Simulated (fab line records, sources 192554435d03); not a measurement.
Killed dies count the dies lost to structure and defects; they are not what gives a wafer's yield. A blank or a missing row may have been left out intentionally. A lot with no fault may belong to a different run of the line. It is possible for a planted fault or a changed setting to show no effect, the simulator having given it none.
Chamber matching -- flow n5-finfet -- N5_BEOL_M4_ETCH_63 on rie-diel-01: 4 sister chambers
The step etches SiARC in CF4, target depth 15.6 nm, time 26 s. 20 wafers are shown with their chamber, then 10 later ones without.

WAFERS WITH THEIR CHAMBER
wafer,chamber,showerhead-plenum-p-Torr (Torr),throttle-valve-pct (%),drypump-motor-current-A (A)
L074.1,3,2.24,15.89,6.2
L074.5,0,2.20,15.37,5.9
L074.6,1,2.08,15.84,6.1
L075.1,0,2.19,15.40,6.0
L075.2,1,2.07,15.85,6.1
L075.4,2,2.27,15.13,5.6
L077.1,1,2.07,15.87,6.0
L077.2,3,2.24,15.91,6.2
L077.6,1,2.07,15.86,6.0
L078.1,3,2.24,15.92,6.2
L078.4,1,2.07,15.86,6.1
L078.6,2,2.27,15.16,5.6
L081.2,3,2.23,15.92,6.2
L081.4,0,2.19,15.41,5.9
L081.6,3,2.24,15.93,6.2
L084.1,0,2.19,15.41,5.9
L084.2,3,2.23,15.91,6.2
L084.4,1,2.07,15.91,6.1
L088.1,0,2.19,15.43,5.9
L088.2,3,2.23,15.95,6.2

SIGNATURES (means of the wafers above)
reading,chamber 0,chamber 1,chamber 2,chamber 3,scatter within a chamber
showerhead-plenum-p-Torr,2.1920,2.0717,2.2700,2.2357,0.00457
throttle-valve-pct,15.4040,15.8650,15.1450,15.9186,0.0215
drypump-motor-current-A,5.920,6.067,5.600,6.200,0.0365
Rule: a wafer's distance from a chamber is the root of the sum, over the readings, of the square of ((its reading less the chamber's mean) divided by the reading's scatter). The wafer belongs to the nearest chamber; if the next one is less than 2 further off, it can't be placed. The scatter: the root of (the sum of the squares of (reading less its chamber's mean) over the shown wafers, divided by (wafers less chambers)).

WAFERS MISSING THEIR CHAMBER
wafer,showerhead-plenum-p-Torr (Torr),throttle-valve-pct (%),drypump-motor-current-A (A)
L088.3,2.07,15.91,6.0
L090.1,2.26,15.20,5.6
L090.2,2.18,15.45,5.9
L090.5,2.06,15.93,6.1
L092.1,2.18,15.46,5.9
L092.3,2.06,15.92,6.1
L092.6,2.18,15.45,5.9
L096.1,2.06,15.96,6.1
L096.3,2.18,15.47,5.9
L096.5,2.18,15.48,5.9

EACH ONE'S CHAMBER
wafer,from the rows above,in truth
L088.3,1,1
L090.1,2,2
L090.2,0,0
L090.5,1,1
L092.1,0,0
L092.3,1,1
L092.6,0,0
L096.1,1,1
L096.3,0,0
L096.5,0,0
Correct placement for 10 of the 10. Left unplaced by these rows: 0. 0 placed wrongly.
